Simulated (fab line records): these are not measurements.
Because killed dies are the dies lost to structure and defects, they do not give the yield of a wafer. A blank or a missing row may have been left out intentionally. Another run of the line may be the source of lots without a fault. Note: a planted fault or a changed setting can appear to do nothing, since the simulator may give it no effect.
Which tool is to blame? || flow n5 finfet || 9 lots, 25 wafers sampled, at 6 steps of a route of 1938

== WHAT THE GAUGES READ, wafer by wafer ==
N5_BEOL_M4_RC_MEAS_101. Usual: DIBL_N 36.6 mV/V, standard deviation 1.7; DIBL_P 36.7 mV/V, standard deviation 2; IOFF_N 0.16 nA/um, standard deviation 0.033; IOFF_P 0.22 nA/um, standard deviation 0.04; ION_N 673 uA/um, standard deviation 12; ION_P 463 uA/um, standard deviation 7.9; SS_N 71.7 mV/dec, standard deviation 0.58; SS_P 73.3 mV/dec, standard deviation 0.64; VT_N 249 mV, standard deviation 3.3; VT_P -249 mV, standard deviation 3.1.
{"lot": "L260", "measured": "day 8 08:48", "on": "prober-02", "DIBL_N (mV/V)": "37.4 36.6 35.1", "DIBL_P (mV/V)": "36.5 35.8 33.8", "IOFF_N (nA/um)": "0.15 0.14 0.12", "IOFF_P (nA/um)": "0.24 0.22 0.19", "ION_N (uA/um)": "659 675 660", "ION_P (uA/um)": "462 468 459", "SS_N (mV/dec)": "71.5 71.6 71.0", "SS_P (mV/dec)": "73.7 72.6 72.4", "VT_N (mV)": "254 251 260", "VT_P (mV)": "-248 -247 -251", "flag": ""}
{"lot": "L263", "measured": "day 9 03:50", "on": "prober-02", "DIBL_N (mV/V)": "35.9 35.9 36.2", "DIBL_P (mV/V)": "36.8 37.5 36.7", "IOFF_N (nA/um)": "0.18 0.19 0.20", "IOFF_P (nA/um)": "0.22 0.24 0.24", "ION_N (uA/um)": "673 684 679", "ION_P (uA/um)": "455 461 458", "SS_N (mV/dec)": "71.8 72.5 72.3", "SS_P (mV/dec)": "72.9 73.3 73.2", "VT_N (mV)": "247 244 246", "VT_P (mV)": "-251 -250 -250", "flag": ""}
{"lot": "L265", "measured": "day 9 20:04", "on": "prober-02", "DIBL_N (mV/V)": "37.1 38.8 38.6", "DIBL_P (mV/V)": "36.4 38.9 37.4", "IOFF_N (nA/um)": "0.16 0.21 0.19", "IOFF_P (nA/um)": "0.18 0.21 0.19", "ION_N (uA/um)": "672 690 672", "ION_P (uA/um)": "451 458 454", "SS_N (mV/dec)": "71.4 71.8 72.3", "SS_P (mV/dec)": "73.4 74.2 73.7", "VT_N (mV)": "251 243 247", "VT_P (mV)": "-255 -251 -252", "flag": ""}
{"lot": "L266", "measured": "day 9 21:56", "on": "prober-01", "DIBL_N (mV/V)": "35.5 35.2", "DIBL_P (mV/V)": "37.7 37.0", "IOFF_N (nA/um)": "0.17 0.16", "IOFF_P (nA/um)": "0.23 0.21", "ION_N (uA/um)": "672 663", "ION_P (uA/um)": "464 460", "SS_N (mV/dec)": "71.2 72.0", "SS_P (mV/dec)": "73.7 73.6", "VT_N (mV)": "247 249", "VT_P (mV)": "-251 -250", "flag": ""}
{"lot": "L267", "measured": "day 10 03:14", "on": "prober-02", "DIBL_N (mV/V)": "35.9 37.6", "DIBL_P (mV/V)": "36.2 37.4", "IOFF_N (nA/um)": "0.15 0.17", "IOFF_P (nA/um)": "0.24 0.25", "ION_N (uA/um)": "672 660", "ION_P (uA/um)": "473 458", "SS_N (mV/dec)": "72.1 71.8", "SS_P (mV/dec)": "73.4 73.1", "VT_N (mV)": "252 249", "VT_P (mV)": "-244 -246", "flag": ""}
{"lot": "L275", "measured": "day 12 18:20", "on": "prober-02", "DIBL_N (mV/V)": "34.3 34.9 35.1", "DIBL_P (mV/V)": "35.1 35.1 35.3", "IOFF_N (nA/um)": "0.12 0.13 0.13", "IOFF_P (nA/um)": "0.18 0.18 0.19", "ION_N (uA/um)": "663 658 661", "ION_P (uA/um)": "460 455 461", "SS_N (mV/dec)": "70.5 70.7 71.6", "SS_P (mV/dec)": "72.7 72.0 73.0", "VT_N (mV)": "253 251 254", "VT_P (mV)": "-251 -254 -252", "flag": ""}
{"lot": "L276", "measured": "day 13 08:50", "on": "prober-01", "DIBL_N (mV/V)": "37.4 34.4 35.0", "DIBL_P (mV/V)": "37.5 34.5 34.6", "IOFF_N (nA/um)": "0.17 0.12 0.13", "IOFF_P (nA/um)": "0.25 0.20 0.21", "ION_N (uA/um)": "671 677 672", "ION_P (uA/um)": "462 468 463", "SS_N (mV/dec)": "71.8 71.2 71.5", "SS_P (mV/dec)": "73.2 72.4 72.7", "VT_N (mV)": "251 253 251", "VT_P (mV)": "-248 -249 -251", "flag": ""}
{"lot": "L280", "measured": "day 13 20:07", "on": "prober-01", "DIBL_N (mV/V)": "35.2 35.2 35.2", "DIBL_P (mV/V)": "34.2 34.8 34.8", "IOFF_N (nA/um)": "0.14 0.14 0.14", "IOFF_P (nA/um)": "0.21 0.22 0.22", "ION_N (uA/um)": "664 677 667", "ION_P (uA/um)": "461 471 464", "SS_N (mV/dec)": "71.9 72.0 71.6", "SS_P (mV/dec)": "72.5 72.5 72.4", "VT_N (mV)": "250 251 250", "VT_P (mV)": "-246 -248 -246", "flag": ""}
{"lot": "L278", "measured": "day 13 23:58", "on": "prober-02", "DIBL_N (mV/V)": "38.8 39.8 38.0", "DIBL_P (mV/V)": "39.4 39.9 37.9", "IOFF_N (nA/um)": "0.23 0.24 0.19", "IOFF_P (nA/um)": "0.33 0.33 0.29", "ION_N (uA/um)": "705 710 676", "ION_P (uA/um)": "492 487 473", "SS_N (mV/dec)": "72.3 71.7 71.3", "SS_P (mV/dec)": "74.1 73.6 73.4", "VT_N (mV)": "243 243 247", "VT_P (mV)": "-241 -240 -245", "flag": ""}

N5_BEOL_M14_THK_MEAS_50: measures by xrf. Usual: for M14_THK the level is 574 nm and the standard deviation is 16.
{"lot": "L260", "measured": "day 11 16:26", "on": "film metro-02", "M14_THK (nm)": "545 544 546", "flag": ""}
{"lot": "L263", "measured": "day 12 23:33", "on": "film metro-01", "M14_THK (nm)": "558 580 543", "flag": ""}
{"lot": "L265", "measured": "day 13 17:36", "on": "film metro-02", "M14_THK (nm)": "584 1095 559", "flag": "OFF"}
{"lot": "L266", "measured": "day 13 17:53", "on": "film metro-01", "M14_THK (nm)": "1097 586", "flag": "OFF"}
{"lot": "L267", "measured": "day 13 13:57", "on": "film metro-01", "M14_THK (nm)": "1073 595", "flag": "OFF"}
{"lot": "L275", "measured": "day 15 22:26", "on": "film metro-02", "M14_THK (nm)": "595 569 596", "flag": ""}
{"lot": "L276", "measured": "day 16 19:16", "on": "film metro-02", "M14_THK (nm)": "587 603 582", "flag": ""}
{"lot": "L280", "measured": "day 17 00:33", "on": "film metro-02", "M14_THK (nm)": "579 577 576", "flag": ""}
{"lot": "L278", "measured": "day 17 03:55", "on": "film metro-02", "M14_THK (nm)": "562 591 574", "flag": ""}

N5_BEOL_M14_INSPECT_55: inspects for defects (darkfield). Usual: raw defect count 68, standard deviation 22.
{"lot": "L260", "measured": "day 11 16:35", "on": "defect inspect-02", "raw defect count": "55 101 81", "flag": ""}
{"lot": "L263", "measured": "day 12 23:42", "on": "defect inspect-02", "raw defect count": "75 79 83", "flag": ""}
{"lot": "L265", "measured": "day 13 17:46", "on": "defect inspect-01", "raw defect count": "87 6430 68", "flag": "OFF"}
{"lot": "L266", "measured": "day 13 18:02", "on": "defect inspect-01", "raw defect count": "6488 95", "flag": "OFF"}
{"lot": "L267", "measured": "day 13 14:06", "on": "defect inspect-02", "raw defect count": "6341 26", "flag": "OFF"}
{"lot": "L275", "measured": "day 15 22:35", "on": "defect inspect-02", "raw defect count": "68 68 62", "flag": ""}
{"lot": "L276", "measured": "day 16 19:25", "on": "defect inspect-01", "raw defect count": "55 54 36", "flag": ""}
{"lot": "L280", "measured": "day 17 00:43", "on": "defect inspect-01", "raw defect count": "91 150 89", "flag": ""}
{"lot": "L278", "measured": "day 17 04:05", "on": "defect inspect-01", "raw defect count": "42 58 28", "flag": ""}

== EACH LOT AND THE TOOL THAT RAN IT (in order: tool; ch and the chambers of the sampled wafers; start) ==
{"lot": "L260", "N5_BEOL_M14_ETCH_38": "rie diel-03 ch 0,1, day 11 15:49 or earlier", "N5_BEOL_M14_ANNEAL_48": "rtp anneal-01 ch 0, day 11 15:49", "N5_BEOL_M14_CMP_49": "cmp-01 ch 0,3, day 11 16:08"}
{"lot": "L263", "N5_BEOL_M14_ETCH_38": "rie diel-04 ch 0,1,3, day 12 22:46 or earlier", "N5_BEOL_M14_ANNEAL_48": "rtp anneal-01 ch 0, day 12 22:46", "N5_BEOL_M14_CMP_49": "cmp-01 ch 0,1,2, day 12 23:22"}
{"lot": "L265", "N5_BEOL_M14_ETCH_38": "rie diel-03 ch 1,2,3, day 13 17:01 or earlier", "N5_BEOL_M14_ANNEAL_48": "rtp anneal-02 ch 0, day 13 17:01", "N5_BEOL_M14_CMP_49": "cmp-01 ch 0,1,3, day 13 17:20"}
{"lot": "L266", "N5_BEOL_M14_ETCH_38": "rie diel-03 ch 1,2, day 13 17:19 or earlier", "N5_BEOL_M14_ANNEAL_48": "rtp anneal-02 ch 0, day 13 17:19", "N5_BEOL_M14_CMP_49": "cmp-01 ch 0,3, day 13 17:38"}
{"lot": "L267", "N5_BEOL_M14_ETCH_38": "rie diel-03 ch 2,3, day 13 13:23 or earlier", "N5_BEOL_M14_ANNEAL_48": "rtp anneal-02 ch 0, day 13 13:23", "N5_BEOL_M14_CMP_49": "cmp-01 ch 1,3, day 13 13:46"}
{"lot": "L275", "N5_BEOL_M14_ETCH_38": "rie diel-04 ch 1,2,3, day 15 21:53 or earlier", "N5_BEOL_M14_ANNEAL_48": "rtp anneal-02 ch 0, day 15 21:53", "N5_BEOL_M14_CMP_49": "cmp-04 ch 0,1,3, day 15 22:13"}
{"lot": "L276", "N5_BEOL_M14_ETCH_38": "rie diel-05 ch 1,2,3, day 16 18:40 or earlier", "N5_BEOL_M14_ANNEAL_48": "rtp anneal-01 ch 0, day 16 18:40", "N5_BEOL_M14_CMP_49": "cmp-03 ch 0,2,3, day 16 19:02"}
{"lot": "L280", "N5_BEOL_M14_ETCH_38": "rie diel-03 ch 0,2,3, day 16 23:57 or earlier", "N5_BEOL_M14_ANNEAL_48": "rtp anneal-02 ch 0, day 16 23:57", "N5_BEOL_M14_CMP_49": "cmp-03 ch 1,2,3, day 17 00:16"}
{"lot": "L278", "N5_BEOL_M14_ETCH_38": "rie diel-04 ch 0,1,2, day 17 03:25 or earlier", "N5_BEOL_M14_ANNEAL_48": "rtp anneal-02 ch 0, day 17 03:25", "N5_BEOL_M14_CMP_49": "cmp-01 ch 0,1, day 17 03:39"}
- N5_BEOL_M14_ETCH_38: etches SiCN in CF4/N2, target depth 106.5 nm, time 120.6 s.
- N5_BEOL_M14_ANNEAL_48: time 90 s.
- N5_BEOL_M14_CMP_49: polishes, stops on SiO2, t overpolish 5.2 s, target thk 560 nm.

== WHAT THE TOOLS THEMSELVES READ (means of the sampled wafers that have a number; where no wafer has one, the mark that the record gives instead) ==
N5_BEOL_M14_ETCH_38. Usual: bias w 70.00 W, standard deviation 0.2; drypump motor current A 6.0 A, standard deviation 0.43; oes product au 0.85 a.u., standard deviation 0.09; rf vpp V 382.4 V, standard deviation 1.9; showerhead plenum p Torr 2.21 Torr, standard deviation 0.066; throttle valve pct 15.28 %, standard deviation 0.27.
{"lot": "L260", "tool": "rie diel-03", "bias w (W)": 70.13, "drypump motor current A (A)": 6.2, "oes product au (a.u.)": 0.79, "rf vpp V (V)": 381.0, "showerhead plenum p Torr (Torr)": 2.16, "throttle valve pct (%)": 15.32, "flag": ""}
{"lot": "L263", "tool": "rie diel-04", "bias w (W)": 70.00, "drypump motor current A (A)": 6.3, "oes product au (a.u.)": 0.79, "rf vpp V (V)": 382.3, "showerhead plenum p Torr (Torr)": 2.21, "throttle valve pct (%)": 15.18, "flag": ""}
{"lot": "L265", "tool": "rie diel-03", "bias w (W)": 69.99, "drypump motor current A (A)": 6.0, "oes product au (a.u.)": 0.87, "rf vpp V (V)": 382.0, "showerhead plenum p Torr (Torr)": 2.18, "throttle valve pct (%)": 15.43, "flag": ""}
{"lot": "L266", "tool": "rie diel-03", "bias w (W)": 69.79, "drypump motor current A (A)": 6.2, "oes product au (a.u.)": 0.88, "rf vpp V (V)": 382.5, "showerhead plenum p Torr (Torr)": 2.20, "throttle valve pct (%)": 15.36, "flag": ""}
{"lot": "L267", "tool": "rie diel-03", "bias w (W)": 70.11, "drypump motor current A (A)": 5.7, "oes product au (a.u.)": 0.90, "rf vpp V (V)": 382.4, "showerhead plenum p Torr (Torr)": 2.21, "throttle valve pct (%)": 15.52, "flag": ""}
{"lot": "L275", "tool": "rie diel-04", "bias w (W)": 70.04, "drypump motor current A (A)": 6.2, "oes product au (a.u.)": 0.84, "rf vpp V (V)": 381.0, "showerhead plenum p Torr (Torr)": 2.17, "throttle valve pct (%)": 15.22, "flag": ""}
{"lot": "L276", "tool": "rie diel-05", "bias w (W)": 70.12, "drypump motor current A (A)": 5.7, "oes product au (a.u.)": 0.89, "rf vpp V (V)": 383.5, "showerhead plenum p Torr (Torr)": 2.25, "throttle valve pct (%)": 15.05, "flag": ""}
{"lot": "L280", "tool": "rie diel-03", "bias w (W)": 70.06, "drypump motor current A (A)": 5.6, "oes product au (a.u.)": 0.88, "rf vpp V (V)": 380.7, "showerhead plenum p Torr (Torr)": 2.19, "throttle valve pct (%)": 15.46, "flag": ""}
{"lot": "L278", "tool": "rie diel-04", "bias w (W)": 70.12, "drypump motor current A (A)": 6.4, "oes product au (a.u.)": 0.89, "rf vpp V (V)": 382.4, "showerhead plenum p Torr (Torr)": 2.21, "throttle valve pct (%)": 15.08, "flag": ""}

N5_BEOL_M14_ANNEAL_48. Usual: wafer_temp_C_max 225.97, standard deviation 0.27.
{"lot": "L260", "tool": "rtp anneal-01", "wafer_temp_C_max": 225.98, "flag": ""}
{"lot": "L263", "tool": "rtp anneal-01", "wafer_temp_C_max": 225.90, "flag": ""}
{"lot": "L265", "tool": "rtp anneal-02", "wafer_temp_C_max": 226.30, "flag": ""}
{"lot": "L266", "tool": "rtp anneal-02", "wafer_temp_C_max": 225.49, "flag": ""}
{"lot": "L267", "tool": "rtp anneal-02", "wafer_temp_C_max": 225.66, "flag": ""}
{"lot": "L275", "tool": "rtp anneal-02", "wafer_temp_C_max": 226.09, "flag": ""}
{"lot": "L276", "tool": "rtp anneal-01", "wafer_temp_C_max": 226.16, "flag": ""}
{"lot": "L280", "tool": "rtp anneal-02", "wafer_temp_C_max": 226.18, "flag": ""}
{"lot": "L278", "tool": "rtp anneal-02", "wafer_temp_C_max": 225.76, "flag": ""}

N5_BEOL_M14_CMP_49. Usual: barrier field endpoint s 11.49 s, standard deviation 0.26; clearing platen down force psi 2.000 psi, standard deviation 0.0044; motor current A 7.9 A, standard deviation 0.73; overpolish run s 5.201 s, standard deviation 0.0093; time to endpoint s 125 s, standard deviation 4.3.
{"lot": "L260", "tool": "cmp-01", "barrier field endpoint s (s)": 11.47, "clearing platen down force psi (psi)": 1.996, "motor current A (A)": 7.7, "overpolish run s (s)": 5.194, "time to endpoint s (s)": 123, "flag": ""}
{"lot": "L263", "tool": "cmp-01", "barrier field endpoint s (s)": 12.04, "clearing platen down force psi (psi)": 2.000, "motor current A (A)": 7.7, "overpolish run s (s)": 5.205, "time to endpoint s (s)": 134, "flag": ""}
{"lot": "L265", "tool": "cmp-01", "barrier field endpoint s (s)": 15.12, "clearing platen down force psi (psi)": 2.001, "motor current A (A)": 7.4, "overpolish run s (s)": 4.744, "time to endpoint s (s)": 140, "flag": "OFF"}
{"lot": "L266", "tool": "cmp-01", "barrier field endpoint s (s)": 17.23, "clearing platen down force psi (psi)": 2.002, "motor current A (A)": 7.8, "overpolish run s (s)": 3.986, "time to endpoint s (s)": 138, "flag": "OFF"}
{"lot": "L267", "tool": "cmp-01", "barrier field endpoint s (s)": 16.83, "clearing platen down force psi (psi)": 1.997, "motor current A (A)": 7.7, "overpolish run s (s)": 4.258, "time to endpoint s (s)": 138, "flag": "OFF"}
{"lot": "L275", "tool": "cmp-04", "barrier field endpoint s (s)": 11.41, "clearing platen down force psi (psi)": 2.004, "motor current A (A)": 8.5, "overpolish run s (s)": 5.200, "time to endpoint s (s)": 124, "flag": ""}
{"lot": "L276", "tool": "cmp-03", "barrier field endpoint s (s)": 11.29, "clearing platen down force psi (psi)": 2.000, "motor current A (A)": 8.1, "overpolish run s (s)": 5.202, "time to endpoint s (s)": 127, "flag": ""}
{"lot": "L280", "tool": "cmp-03", "barrier field endpoint s (s)": 11.44, "clearing platen down force psi (psi)": 2.002, "motor current A (A)": 7.9, "overpolish run s (s)": 5.199, "time to endpoint s (s)": 123, "flag": ""}
{"lot": "L278", "tool": "cmp-01", "barrier field endpoint s (s)": 11.49, "clearing platen down force psi (psi)": 1.994, "motor current A (A)": 7.2, "overpolish run s (s)": 5.191, "time to endpoint s (s)": 128, "flag": ""}

== THE ANSWER, worked out from the rows above alone ==
Rule: a lot counts as off when the mean over its wafers that have a number is more than 3 standard deviations away from the usual mean. A lot without any number at a reading at which 4 lots or more have one is off too. All remaining lots with rows at the step are treated as sound. The gauges are gone through in route order, then the tools' own readings, and for those a lot's mean is taken as printed above. At the first step where some lot is off, the reading lying furthest off is the one used; lots without a number count as furthest.
Off: at N5_BEOL_M14_THK_MEAS_50 (M14_THK), L265, L266, L267.
If a tool, at a process step before that reading, ran all the lots that are off and no sound lot after the first of them, it fits. The gauges at N5_BEOL_M14_THK_MEAS_50 aren't tried: what is off there is off at N5_BEOL_M14_INSPECT_55 too, on other tools, and a gauge's error can't cause that. Because N5_BEOL_M14_ETCH_38 lacks a start for some lots, the hours and order of its lots are taken from N5_BEOL_M14_ANNEAL_48. Not one of the candidates tried fits.

== WHAT THE SIMULATOR HAD INSERTED ==
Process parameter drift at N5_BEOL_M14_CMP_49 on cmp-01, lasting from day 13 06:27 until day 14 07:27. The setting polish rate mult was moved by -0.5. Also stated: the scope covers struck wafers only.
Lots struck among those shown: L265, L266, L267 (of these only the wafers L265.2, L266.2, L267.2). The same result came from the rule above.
